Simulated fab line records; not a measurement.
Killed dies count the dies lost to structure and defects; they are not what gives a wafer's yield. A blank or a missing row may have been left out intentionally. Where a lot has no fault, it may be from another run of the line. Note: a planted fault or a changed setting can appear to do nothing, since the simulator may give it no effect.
Matching of chambers ; flow n5Finfet ; N5_BEOL_M0_SAQP_SPACER1_ALD_98 on aldSin-02: 4 sister chambers
The step deposits SiO2, target thk 12.8 nm, pulse time 1 s, purge time 2 s. 18 wafers are shown with their chamber, then 9 later ones without.

WAFERS WITH THEIR CHAMBER
wafer;chamber;heaterPowerW (W);precursorPulseHeightRel
L075.1;1;466;0.984
L075.2;0;494;0.984
L075.3;3;425;0.990
L076.1;3;435;0.992
L076.3;2;496;1.003
L076.4;1;462;0.993
L077.1;1;464;0.985
L077.2;2;491;0.986
L077.3;0;493;0.989
L077.4;3;436;1.027
L077.5;0;511;0.980
L077.6;3;447;0.984
L078.1;3;436;1.014
L078.2;1;469;0.986
L078.5;2;483;0.995
L083.3;3;441;1.039
L083.5;1;460;0.994
L083.6;2;501;0.997

SIGNATURES, as means of the wafers listed above
reading;chamber 0;chamber 1;chamber 2;chamber 3;scatter within a chamber
heaterPowerW;499.33;464.20;492.75;436.67;7.05
precursorPulseHeightRel;0.98433;0.98840;0.99525;1.00767;0.0141
Rule: for each reading, subtract the chamber's mean from the wafer's reading, divide by that reading's scatter and square the result; add these up over the readings and take the root, which gives the wafer's distance from the chamber. If the next closest chamber is less than 2 further off than the closest, the wafer can't be placed; otherwise it belongs to the closest. The scatter: take each reading less its chamber's mean, square it, sum over the shown wafers, divide by the number of wafers less the number of chambers, and take the root.

WAFERS MISSING THEIR CHAMBER
wafer;heaterPowerW (W);precursorPulseHeightRel
L084.2;486;0.988
L084.5;492;1.016
L084.6;425;0.972
L085.3;494;0.989
L085.4;463;0.993
L085.6;439;0.990
L094.1;487;0.981
L094.4;518;1.011
L094.5;475;0.982

THE CHAMBER EACH PASSED THROUGH
wafer;from the rows above;in truth
L084.2;can't be placed: 2 or 0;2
L084.5;can't be placed: 2 or 0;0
L084.6;3;3
L085.3;can't be placed: 2 or 0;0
L085.4;1;1
L085.6;3;3
L094.1;can't be placed: 2 or 0 or 1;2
L094.4;can't be placed: 0 or 2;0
L094.5;can't be placed: 1 or 2 or 0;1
3 of 9 placed correctly. From these rows, 6 cannot be placed; in 6 the true chamber is one of the candidates. Wrongly placed: 0.
